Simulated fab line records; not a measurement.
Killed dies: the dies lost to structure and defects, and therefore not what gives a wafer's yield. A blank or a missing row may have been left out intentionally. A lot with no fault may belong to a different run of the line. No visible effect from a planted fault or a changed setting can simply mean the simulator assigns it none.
fab line records	flow nand_harc
[record] lots = 6	wafers = 18	last_day = 32
route steps=1302 shown P_ZERO_WELL@30
lots with no fault: from the same line, run without faults
start_h: start of the lot's first displayed wafer, in hours after the record's first day	wait_h: how many hours have passed since the lot's step before this one	" same as the row above	L1.1+2: several wafers, shown together as one row	- no value present, or no start provided	* or withheld: withheld	< > ~ a bound
route shown NAME@n: a module of which the file shows steps, and the number in the route of the first	usual: average and standard deviation across the fault-free wafers	same: alike in all rows	chamber/n: place in a boat	sites: each site's reading	_std_site: their standard deviation	_edge_site: outer sites' mean less inner sites'	radius_mm: how far each site lies from the wafer's centre	mask NAME#n: copy n	behind: the last tool/chamber to shape the wafer	hold: what put the lot on hold/how long, in hours/how the hold closed	device: whichever transistor did not switch (one of n, p or np)	end of line: tests run on the same wafers once the route is complete	a step with no rows: only its recipe	killed: count of dies lost to structure and defects at first sort (not the wafer's yield)	map: per-die view of a wafer (x killed, . not killed, _ where there is no die)
set.NAME: the setting that was run; set.NAME@STEP: the one run at that earlier step	model.NAME: the simulator's own value behind a step, which no gauge read
lots at selected steps of the route; one table per step, one row per wafer
services: a tool's chamber out of use, with start hour (start_h, from the record's first day; less than 0 if before it), hours out, and reason
[[steps]]
[step NHARC_P_ZERO_WELL_HARDBAKE_25]
[recipe] temp_c = 125	time_s = 80
[step NHARC_P_ZERO_WELL_DESCUM_26]
[recipe] time_s = 3	o2_flow_sccm = 200	ar_flow_sccm = 0	bias_power_w = 0	chemistry = O2
[usual] drypump_motor_current_A = 5.8/0.42	o2_flow_sccm = 200.0/0.56	oes_product_au = 1.001/0.0097	rf_vpp_V = 57.8/0.95	showerhead_plenum_p_Torr = 1.94/0.092	throttle_valve_pct = 11.312/0.0094
lot.wafer	tool	chamber	start_h	wait_h	drypump_motor_current_A	o2_flow_sccm	oes_product_au	rf_hours_counter_h	rf_vpp_V	showerhead_plenum_p_Torr	throttle_valve_pct
L413.4	rie_diel-09	3	22.86	-	6.4	198.9	0.994	18	57.1	1.77	11.320
L413.1	"	0	"	"	5.7	199.4	1.010	16	57.5	2.01	11.306
L413.3	"	2	"	"	6.1	199.9	0.997	12	59.9	1.98	11.308
L417.1	rie_diel-05	0	62.80	-	5.0	199.3	1.001	0	58.3	1.98	11.312
L417.2	"	1	"	"	5.8	200.3	1.009	0	59.3	2.08	11.307
L417.3	"	2	"	"	5.9	200.3	0.997	0	58.9	1.99	11.314
L427.4	rie_diel-09	2	162.78	-	6.2	200.4	0.997	3	57.5	1.97	11.320
L427.6	"	3	"	"	6.4	199.7	0.993	-	58.0	2.08	11.303
L427.5	"	0	"	"	5.8	200.7	1.000	-	57.9	1.99	11.311
L433.1	rie_diel-01	2	224.43	-	6.4	201.0	0.985	5	57.2	1.82	11.311
L433.3	"	3	"	"	5.8	200.5	0.989	7	59.2	1.95	11.317
L433.5	"	3	"	"	5.8	199.0	0.997	-	58.1	1.95	11.313
L434.1	rie_diel-09	1	232.63	-	5.9	199.6	0.982	24	59.8	2.00	11.299
L434.2	"	2	"	"	6.2	200.2	1.000	22	58.1	1.96	11.301
L434.6	"	2	"	"	6.2	199.3	1.000	-	56.9	1.96	11.299
L435.2	rie_diel-01	3	242.63	-	5.8	199.4	0.995	14	56.7	1.95	11.295
L435.3	"	2	"	"	6.4	200.6	0.990	12	55.8	1.82	11.303
L435.6	"	3	"	"	5.8	200.0	1.005	-	57.2	1.95	11.307
[step NHARC_P_ZERO_WELL_IMPLANT_27]
[recipe] energy_kev = 600	dose_cm2 = 1e+13	tilt_deg = 7
[step NHARC_P_ZERO_WELL_IMPLANT_57]
[recipe] energy_kev = 250	dose_cm2 = 4e+12	tilt_deg = 7
[step NHARC_P_ZERO_WELL_IMPLANT_58]
[recipe] energy_kev = 100	dose_cm2 = 2e+12	tilt_deg = 7
[step NHARC_P_ZERO_WELL_STRIP_28]
[recipe] time_s = 840	temp_c = 130	chemistry = SPM
[step NHARC_P_ZERO_WELL_DEHYDRATE_29]
[recipe] temp_c = 150	time_s = 120
[step NHARC_P_ZERO_WELL_HMDS_30]
[recipe] time_s = 30
[step NHARC_P_ZERO_WELL_COAT_31]
[recipe] spin_rpm = withheld
[step NHARC_P_ZERO_WELL_SOFTBAKE_32]
[recipe] temp_c = 122	time_s = 95
[step NHARC_P_ZERO_WELL_EBR_33]
[step NHARC_P_ZERO_WELL_EXPOSE_34]
[recipe] na = 0.6	target_cd_nm = 720	dose_mj = 22.31	mask_id = P_PWELL
[step NHARC_P_ZERO_WELL_PEB_35]
[recipe] peb_temp_c = 118	peb_time_s = 85
[usual] heater_power_total_W = 164.01/0.27	plate_temp_C = 117.99/0.12
lot.wafer	tool	chamber	start_h	wait_h	heater_power_total_W	plate_temp_C
L413.1	litho_track-03	0	24.14	0.1	164.22	118.01
L413.3	"	0	"	"	163.59	117.98
L413.4	"	0	"	"	163.70	117.89
L417.1	litho_track-05	0	64.18	0.1	163.95	117.95
L417.2	"	0	"	"	164.26	117.96
L417.3	"	0	"	"	164.36	117.96
L427.4	litho_track-05	0	164.01	0.0	163.63	118.01
L427.5	"	0	"	"	164.11	118.05
L427.6	"	0	"	"	164.43	117.81
L433.1	litho_track-03	0	225.69	0.1	157.48	114.55
L433.3	"	0	"	"	158.16	114.46
L433.5	"	0	"	"	158.04	114.47
L434.1	litho_track-03	0	233.89	0.1	157.45	114.79
L434.2	"	0	"	"	158.04	114.44
L434.6	"	0	"	"	157.44	114.40
L435.2	litho_track-05	0	243.90	0.1	163.62	118.16
L435.3	"	0	"	"	164.02	118.10
L435.6	"	0	"	"	164.25	118.10
[step NHARC_P_ZERO_WELL_DEVELOP_36]
[recipe] time_s = 70
[step NHARC_P_ZERO_WELL_CD_MEAS_37]
[recipe] target_cd_nm = 720	landing_energy_ev = 500
[usual] cd_nm = 719.3/1.7
lot.wafer	tool	chamber	start_h	wait_h	cd_nm
L413.1	cd_sem-02	0	24.23	-	718.3
L413.3	"	0	"	"	717.1
L413.4	"	0	"	"	715.4
L417.1	cd_sem-01	0	64.27	-	719.9
L417.2	"	0	"	"	720.0
L417.3	"	0	"	"	719.6
L427.4	cd_sem-02	0	164.10	-	717.3
L427.5	"	0	"	"	717.6
L427.6	"	0	"	"	717.2
L433.1	cd_sem-03	0	225.78	-	710.8
L433.3	"	0	"	"	711.5
L433.5	"	0	"	"	711.4
L434.1	cd_sem-01	0	233.98	-	714.4
L434.2	"	0	"	"	715.0
L434.6	"	0	"	"	718.0
L435.2	cd_sem-01	0	243.99	-	718.0
L435.3	"	0	"	"	719.2
L435.6	"	0	"	"	718.5
[step NHARC_P_ZERO_WELL_HARDBAKE_38]
[recipe] temp_c = 125	time_s = 80
[[services]]
tool	chamber	start_h	hours	kind
rie_diel-09	0	-0.09	-	clean
rie_diel-09	1	-0.09	-	clean
rie_diel-09	2	-0.09	-	clean
rie_diel-09	3	-0.09	-	clean
rie_diel-09	2	2.83	4.9	repair
rie_diel-09	0	24.41	-	clean
rie_diel-09	1	24.41	-	clean
rie_diel-09	2	24.41	-	clean
rie_diel-09	3	24.41	-	clean
rie_diel-01	-	27.24	9.0	pm
rie_diel-09	0	49.54	-	clean
rie_diel-05	-	52.60	9.0	pm
rie_diel-01	1	89.40	1.5	repair
litho_track-03	-	100.01	7.0	pm
rie_diel-09	0	116.60	13.7	repair
litho_track-05	-	124.00	7.0	pm
rie_diel-09	-	143.46	9.0	pm
rie_diel-01	3	145.31	1.2	repair
rie_diel-09	2	203.91	8.3	repair
rie_diel-01	-	204.24	9.0	pm
rie_diel-09	0	206.86	1.8	repair
rie_diel-05	1	214.95	5.1	repair
rie_diel-05	3	224.80	7.2	repair
rie_diel-05	-	229.62	9.0	pm
[[key]]
[first_sign] step = NHARC_P_ZERO_WELL_PEB_35	reading = plate_temp_C	direction = down	sigmas = 29	usual = *	struck = *
[effect] step = NHARC_P_ZERO_WELL_PEB_35	reading = heater_power_total_W	direction = down	sigmas = 23	usual = *	struck = *
[effect] step = NHARC_P_ZERO_WELL_CD_MEAS_37	reading = cd_nm	direction = down	sigmas = 3.4	usual = 719.3	struck = 713.5
met_at NHARC_P_ZERO_WELL_PEB_35
struck_wafers L433.1,L433.3,L433.5,L434.1,L434.2,L434.6
tester_left_out L433,L434
onset_between 24.14 225.69
[fault] kind = process_parameter_drift	tool = litho_track-03	chamber = -	onset_h = 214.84	steps = NHARC_P_ZERO_WELL_PEB_35	channel = peb_temp_c	offset = *	shape = step	end_h = 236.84	acts_in = *	stated = *
// tester_left_out: of these lots the tester's yield and bins aren't shown, on N5 and GAA mostly nor the transistor test; their killed dies are dies lost to structure and defects alone, not to doping, threshold or leakage, so they don't give the yield
